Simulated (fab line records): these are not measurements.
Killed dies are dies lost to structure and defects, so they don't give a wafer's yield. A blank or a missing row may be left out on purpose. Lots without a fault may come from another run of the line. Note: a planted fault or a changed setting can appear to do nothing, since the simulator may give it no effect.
Split-lot study || flow n5-finfet || 21 wafers read from 7 lots, route of 1938 steps

## THE SPLIT ITSELF
At N5_BEOL_M3_HM_DEP_02 (deposits TiN, target thk 20 nm), the setting target-thk-a was moved away from the recipe's 200 angstrom on 7 of the 21 wafers read, by -13.0% to +4.4%. The other wafers ran this setting at the recipe's value.

## FROM THE SPLIT TO THE READING: what the file shows between them, 10 steps
- N5_BEOL_M3_EXPOSE_08: exposes mask M3 (also split here: dose-mj)
- N5_BEOL_M3_PEB_09: peb time 60 s
- N5_BEOL_M3_DEVELOP_10: develop time 30 s
- N5_BEOL_M3_DESCUM_16: chemistry O2, time 7 s
- N5_BEOL_M3_ETCH_74: etches underlayer in N2/H2, target depth 6.5 nm, time 5.2 s
- N5_BEOL_M3_ETCH_63: etches SiARC in CF4, target depth 15.6 nm, time 26 s
- N5_BEOL_M3_ETCH_64: etches SOC in N2/H2, target depth 75 nm, overetch 15 nm, time 112.5 s
- N5_BEOL_M3_STRIP_65: strips in N2/H2
- N5_BEOL_M3_STRIP_75: strips in N2/H2
- N5_BEOL_M3_STRIP_66: strips in CF4

## THE READING
etch.depth-nm (the simulator's own value, which no gauge read), in nm, at N5_BEOL_M3_HM_OPEN_17 (chemistry Cl2/BCl3, target TiN, target depth 20 nm, overetch 6 nm). The file gives no usual value for it. Here, 14 wafers ran the recipe; their average is 20.10 nm with a standard deviation of 0.17 nm.

{"wafer": "L074.1", "tool, chamber at the split": "pvd-sputter-01, -", "target-thk-a as run, angstrom": 200, "against the recipe": "recipe", "etch.depth-nm, nm": 20.5, "against lot-mates on the recipe": "-"}
{"wafer": "L074.3", "tool, chamber at the split": "pvd-sputter-01, -", "target-thk-a as run, angstrom": 200, "against the recipe": "recipe", "etch.depth-nm, nm": 20.24, "against lot-mates on the recipe": "-"}
{"wafer": "L074.6", "tool, chamber at the split": "pvd-sputter-01, -", "target-thk-a as run, angstrom": 200, "against the recipe": "recipe", "etch.depth-nm, nm": 20.07, "against lot-mates on the recipe": "-"}
{"wafer": "L075.1", "tool, chamber at the split": "pvd-sputter-02, -", "target-thk-a as run, angstrom": 200, "against the recipe": "recipe", "etch.depth-nm, nm": 20.11, "against lot-mates on the recipe": "-"}
{"wafer": "L075.5", "tool, chamber at the split": "pvd-sputter-02, -", "target-thk-a as run, angstrom": 200, "against the recipe": "recipe", "etch.depth-nm, nm": 20.11, "against lot-mates on the recipe": "-"}
{"wafer": "L075.2", "tool, chamber at the split": "pvd-sputter-02, -", "target-thk-a as run, angstrom": 200, "against the recipe": "recipe", "etch.depth-nm, nm": 20.23, "against lot-mates on the recipe": "-"}
{"wafer": "L077.1", "tool, chamber at the split": "pvd-sputter-03, -", "target-thk-a as run, angstrom": 181, "against the recipe": "-9.5%", "etch.depth-nm, nm": 17.95, "against lot-mates on the recipe": -2.06}
{"wafer": "L077.3", "tool, chamber at the split": "pvd-sputter-03, -", "target-thk-a as run, angstrom": 200, "against the recipe": "recipe", "etch.depth-nm, nm": 20.01, "against lot-mates on the recipe": "-"}
{"wafer": "L077.6", "tool, chamber at the split": "pvd-sputter-03, -", "target-thk-a as run, angstrom": 181, "against the recipe": "-9.5%", "etch.depth-nm, nm": 18.18, "against lot-mates on the recipe": -1.83}
{"wafer": "L083.2", "tool, chamber at the split": "pvd-sputter-03, -", "target-thk-a as run, angstrom": 200, "against the recipe": "recipe", "etch.depth-nm, nm": 20.11, "against lot-mates on the recipe": "-"}
{"wafer": "L083.5", "tool, chamber at the split": "pvd-sputter-03, -", "target-thk-a as run, angstrom": 174, "against the recipe": "-13.0%", "etch.depth-nm, nm": 17.41, "against lot-mates on the recipe": -2.70}
{"wafer": "L083.6", "tool, chamber at the split": "pvd-sputter-03, -", "target-thk-a as run, angstrom": 174, "against the recipe": "-13.0%", "etch.depth-nm, nm": 17.48, "against lot-mates on the recipe": -2.63}
{"wafer": "L088.1", "tool, chamber at the split": "pvd-sputter-01, -", "target-thk-a as run, angstrom": 190.8, "against the recipe": "-4.6%", "etch.depth-nm, nm": 19.23, "against lot-mates on the recipe": -0.91}
{"wafer": "L088.4", "tool, chamber at the split": "pvd-sputter-01, -", "target-thk-a as run, angstrom": 200, "against the recipe": "recipe", "etch.depth-nm, nm": 20.09, "against lot-mates on the recipe": "-"}
{"wafer": "L088.5", "tool, chamber at the split": "pvd-sputter-01, -", "target-thk-a as run, angstrom": 200, "against the recipe": "recipe", "etch.depth-nm, nm": 20.2, "against lot-mates on the recipe": "-"}
{"wafer": "L090.3", "tool, chamber at the split": "pvd-sputter-02, -", "target-thk-a as run, angstrom": 208.8, "against the recipe": "+4.4%", "etch.depth-nm, nm": 21.06, "against lot-mates on the recipe": "+1.00"}
{"wafer": "L090.5", "tool, chamber at the split": "pvd-sputter-02, -", "target-thk-a as run, angstrom": 200, "against the recipe": "recipe", "etch.depth-nm, nm": 20.05, "against lot-mates on the recipe": "-"}
{"wafer": "L090.6", "tool, chamber at the split": "pvd-sputter-02, -", "target-thk-a as run, angstrom": 200, "against the recipe": "recipe", "etch.depth-nm, nm": 20.08, "against lot-mates on the recipe": "-"}
{"wafer": "L093.1", "tool, chamber at the split": "pvd-sputter-02, -", "target-thk-a as run, angstrom": 200, "against the recipe": "recipe", "etch.depth-nm, nm": 19.85, "against lot-mates on the recipe": "-"}
{"wafer": "L093.4", "tool, chamber at the split": "pvd-sputter-02, -", "target-thk-a as run, angstrom": 193.1, "against the recipe": "-3.4%", "etch.depth-nm, nm": 19.12, "against lot-mates on the recipe": -0.68}
{"wafer": "L093.5", "tool, chamber at the split": "pvd-sputter-02, -", "target-thk-a as run, angstrom": 200, "against the recipe": "recipe", "etch.depth-nm, nm": 19.74, "against lot-mates on the recipe": "-"}

THE FIT
A straight line over all 21 wafers: etch.depth-nm changes by +0.208 nm for each +1% of target-thk-a; r = +0.99; the points scatter about the line by 0.17 nm.
The same after taking each lot's own level away (the mean of its wafers on the recipe; 21 wafers): +0.206 nm for each +1%; r = +1.00; scatter 0.09 nm.
The reading moves by 2.7 nm for the largest change in target-thk-a, on that fit.
Measured against the standard deviation above, the lots' own levels, which go from 19.795 to 20.270 nm, span 2.8 times it.
Consequently the slope shifts little with the lot-to-lot level, the two slopes agreeing.
Check: -2.66 nm against its lot-mates is what the line predicts for one of the wafers moved furthest among these (-13.0%) when that wafer is left out of the fit. It came out at -2.7 nm against them.

## OTHER SPLITS APPLIED TO THESE WAFERS
Before the reading, these wafers also passed through other splits. Each is held against what the fit with the lots' levels taken away leaves over:
{"other split on the same wafers": "N5_BEOL_M0_SAQP_EXPOSE_37 dose-mj", "wafers away from the commonest value": 6, "r with etch.depth-nm (lot level and that fit taken away)": -0.03}
{"other split on the same wafers": "N5_BEOL_M0_SAQP_ALD_48 ald-cycles", "wafers away from the commonest value": 9, "r with etch.depth-nm (lot level and that fit taken away)": -0.11}
{"other split on the same wafers": "N5_BEOL_M3_EXPOSE_08 dose-mj", "wafers away from the commonest value": 7, "r with etch.depth-nm (lot level and that fit taken away)": -0.21}

## THE WHOLE CHAIN: every reading that the file lists as answering this split, in the file's order
{"step": "N5_BEOL_M3_HM_DEP_02", "what it does": "deposits TiN, target thk 20 nm", "reading": "TiN_of_BEOL_M3_HM_DEP_02.thk-nm (the simulator's own value, which no gauge read)", "change (the file's fit)": "+0.209 nm for each +1% of the setting", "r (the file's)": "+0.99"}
{"step": "N5_BEOL_M3_HM_OPEN_17", "what it does": "chemistry Cl2/BCl3, target TiN, target depth 20 nm, overetch 6 nm", "reading": "etch.depth-nm (the simulator's own value, which no gauge read)", "change (the file's fit)": "+0.206 nm for each +1% of the setting", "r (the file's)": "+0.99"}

## THE FILE'S OWN FIT
etch.depth-nm changes by +0.206 nm for each +1% of target-thk-a, r = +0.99.
